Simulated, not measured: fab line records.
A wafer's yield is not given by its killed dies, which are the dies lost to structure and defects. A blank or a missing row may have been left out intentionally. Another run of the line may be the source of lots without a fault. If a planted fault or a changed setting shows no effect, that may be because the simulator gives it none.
Split-lot trial ; flow n5_finfet ; 21 wafers read across 7 lots, on a route 1938 steps long

THE SPLIT
At N5_BEOL_M7_COAT_05 (resist thk 90 nm), the setting spin_rpm was moved away from the recipe's 1500 rpm on 9 of the 21 wafers read, by -3.6% to +10.9%. For the rest of the wafers, this setting stayed at what the recipe calls for.

FROM THE SPLIT TO THE READING: what the file shows between them, 3 steps
- N5_BEOL_M7_EBR_07
- N5_BEOL_M7_SOFTBAKE_06: time 60 s
- N5_BEOL_M7_DESCUM_16: chemistry O2, time 7.9 s

THE READING
CAR-ArF_of_BEOL_M7_COAT_05.thk_nm (the simulator's own value, which no gauge read), in nm, at N5_BEOL_M7_ETCH_61 (etches SiARC in CF4, target depth 45.5 nm, time 75.8 s). There is no usual value for it anywhere in the file. The 12 wafers here that ran the recipe average 50.9 nm, standard deviation 0.24 nm.

wafer;tool, chamber at the split;spin_rpm as run, rpm;against the recipe;CAR-ArF_of_BEOL_M7_COAT_05.thk_nm, nm;against lot-mates on the recipe
L074.3;litho_track-02, 0;1500;recipe;51;-
L074.6;litho_track-02, 0;1500;recipe;51;-
L074.5;litho_track-02, 0;1450;-3.3%;52.2;+1.2
L079.1;litho_track-01, 0;1500;recipe;51.2;-
L079.4;litho_track-01, 0;1500;recipe;51.2;-
L079.2;litho_track-01, 0;1500;recipe;50.8;-
L081.2;litho_track-01, 0;1549;+3.3%;49.4;-1.6
L081.4;litho_track-01, 0;1549;+3.3%;49.4;-1.6
L081.6;litho_track-01, 0;1500;recipe;51;-
L082.2;litho_track-04, 0;1500;recipe;51;-
L082.6;litho_track-04, 0;1500;recipe;51;-
L082.3;litho_track-04, 0;1446;-3.6%;53;+2.0
L084.2;litho_track-04, 0;1617;+7.8%;47.2;-3.2
L084.4;litho_track-04, 0;1617;+7.8%;47.2;-3.2
L084.5;litho_track-04, 0;1500;recipe;50.4;-
L086.2;litho_track-02, 0;1500;recipe;51.2;-
L086.4;litho_track-02, 0;1649;+9.9%;47;-4.2
L086.6;litho_track-02, 0;1649;+9.9%;47;-4.2
L096.1;litho_track-01, 0;1663;+10.9%;46.2;-4.5
L096.4;litho_track-01, 0;1500;recipe;50.6;-
L096.5;litho_track-01, 0;1500;recipe;50.8;-

THE FIT
A straight line over all 21 wafers: CAR-ArF_of_BEOL_M7_COAT_05.thk_nm changes by -0.435 nm for each +1% of spin_rpm; r = -0.99; the points scatter about the line by 0.28 nm.
The same after taking each lot's own level away (the mean of its wafers on the recipe; 21 wafers): -0.423 nm for each +1%; r = -1.00; scatter 0.17 nm.
According to that fit, moving spin_rpm by its largest amount changes the reading by 4.6 nm.
Measured against the standard deviation above, the lots' own levels, which go from 50.40 to 51.20 nm, span 3.4 times it.
Consequently the slope shifts little with the lot-to-lot level, the two slopes agreeing.
Check: for one of the wafers moved furthest among these (+10.9%), held out of the fit, the line's prediction against its lot-mates is -4.62 nm. It came out at -4.5 nm against them.

OTHER SPLITS APPLIED TO THESE WAFERS
Other splits were also applied to these wafers ahead of the reading. Each is held against what the fit with the lots' levels taken away leaves over:
other split on the same wafers;wafers away from the commonest value;r with CAR-ArF_of_BEOL_M7_COAT_05.thk_nm (lot level and that fit taken away)
N5_BEOL_M5_ETCH_41 source_w;10;-0.44
N5_BEOL_M6_EXPOSE_08 dose_mj;7;-0.09
N5_BEOL_M6_ETCH_62 bias_w;9;-0.01

THE WHOLE CHAIN: every reading that the file lists as answering this split, in the file's order
step;what it does;reading;change (the file's fit);r (the file's)
N5_BEOL_M7_COAT_05;resist thk 90 nm;CAR-ArF_of_BEOL_M7_COAT_05.thk_nm (the simulator's own value, which no gauge read);-0.41 nm for each +1% of the setting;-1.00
N5_BEOL_M7_ETCH_61;etches SiARC in CF4, target depth 45.5 nm, time 75.8 s;CAR-ArF_of_BEOL_M7_COAT_05.thk_nm (the simulator's own value, which no gauge read);-0.423 nm for each +1% of the setting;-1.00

FILE'S OWN FIT
CAR-ArF_of_BEOL_M7_COAT_05.thk_nm changes by -0.423 nm for each +1% of spin_rpm, r = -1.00.
